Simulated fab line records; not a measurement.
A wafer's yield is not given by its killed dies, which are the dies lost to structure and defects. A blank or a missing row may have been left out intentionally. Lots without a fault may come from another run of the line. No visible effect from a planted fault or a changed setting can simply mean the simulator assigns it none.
Matching of chambers    flow nand_harc    cmp-02 running NHARC_A_SGD_CUT_CMP_21: 4 sister chambers
The step polishes, target thk 148.19 nm. 8 wafers are shown with their chamber, then 9 later ones without.

WAFERS WITH THEIR CHAMBER
wafer   chamber  motor_current_A (A)  time_to_endpoint_s (s)
L080.5  1        12.8                 50
L081.1  0        11.1                 49
L083.3  3        11.9                 41
L083.5  1        13.2                 47
L083.6  0        11.3                 45
L089.2  3        12.3                 45
L089.3  2        11.9                 47
L089.6  2        11.7                 52

WAFERS WHOSE CHAMBER IS MISSING
wafer   motor_current_A (A)  time_to_endpoint_s (s)
L090.3  12.0                 45
L090.5  13.3                 49
L090.6  11.9                 53
L093.1  12.7                 52
L093.4  12.9                 42
L093.5  13.1                 53
L096.1  13.4                 54
L096.4  12.0                 49
L096.5  14.1                 53

CHAMBER TAKEN BY EACH
wafer    from the rows above       in truth
L090.3   can't be placed: 3 or 2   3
L090.5   1                         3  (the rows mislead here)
L090.6   2                         2
L093.1   1                         1
L093.4   can't be placed: 1 or 3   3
L093.5   1                         1
L096.1   1                         1
L096.4   can't be placed: 2 or 3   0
L096.5   1                         1
Placed correctly: 5 of 9. Cannot be placed on the basis of these rows: 3; the candidates contain the true chamber in 2. Wrongly placed: 1.
How it was worked out, from the rows above alone: a wafer's distance from a chamber is the root of the sum, over the readings, of the square of ((its reading less the chamber's mean) divided by the reading's scatter). The wafer belongs to the nearest chamber; if the next one is less than 2 further off, it can't be placed. Each chamber's mean is taken over the wafers shown for it. How the scatter is found: for the shown wafers, subtract from each reading the mean of its chamber, square and add these, divide the total by (wafers less chambers), then take the root.
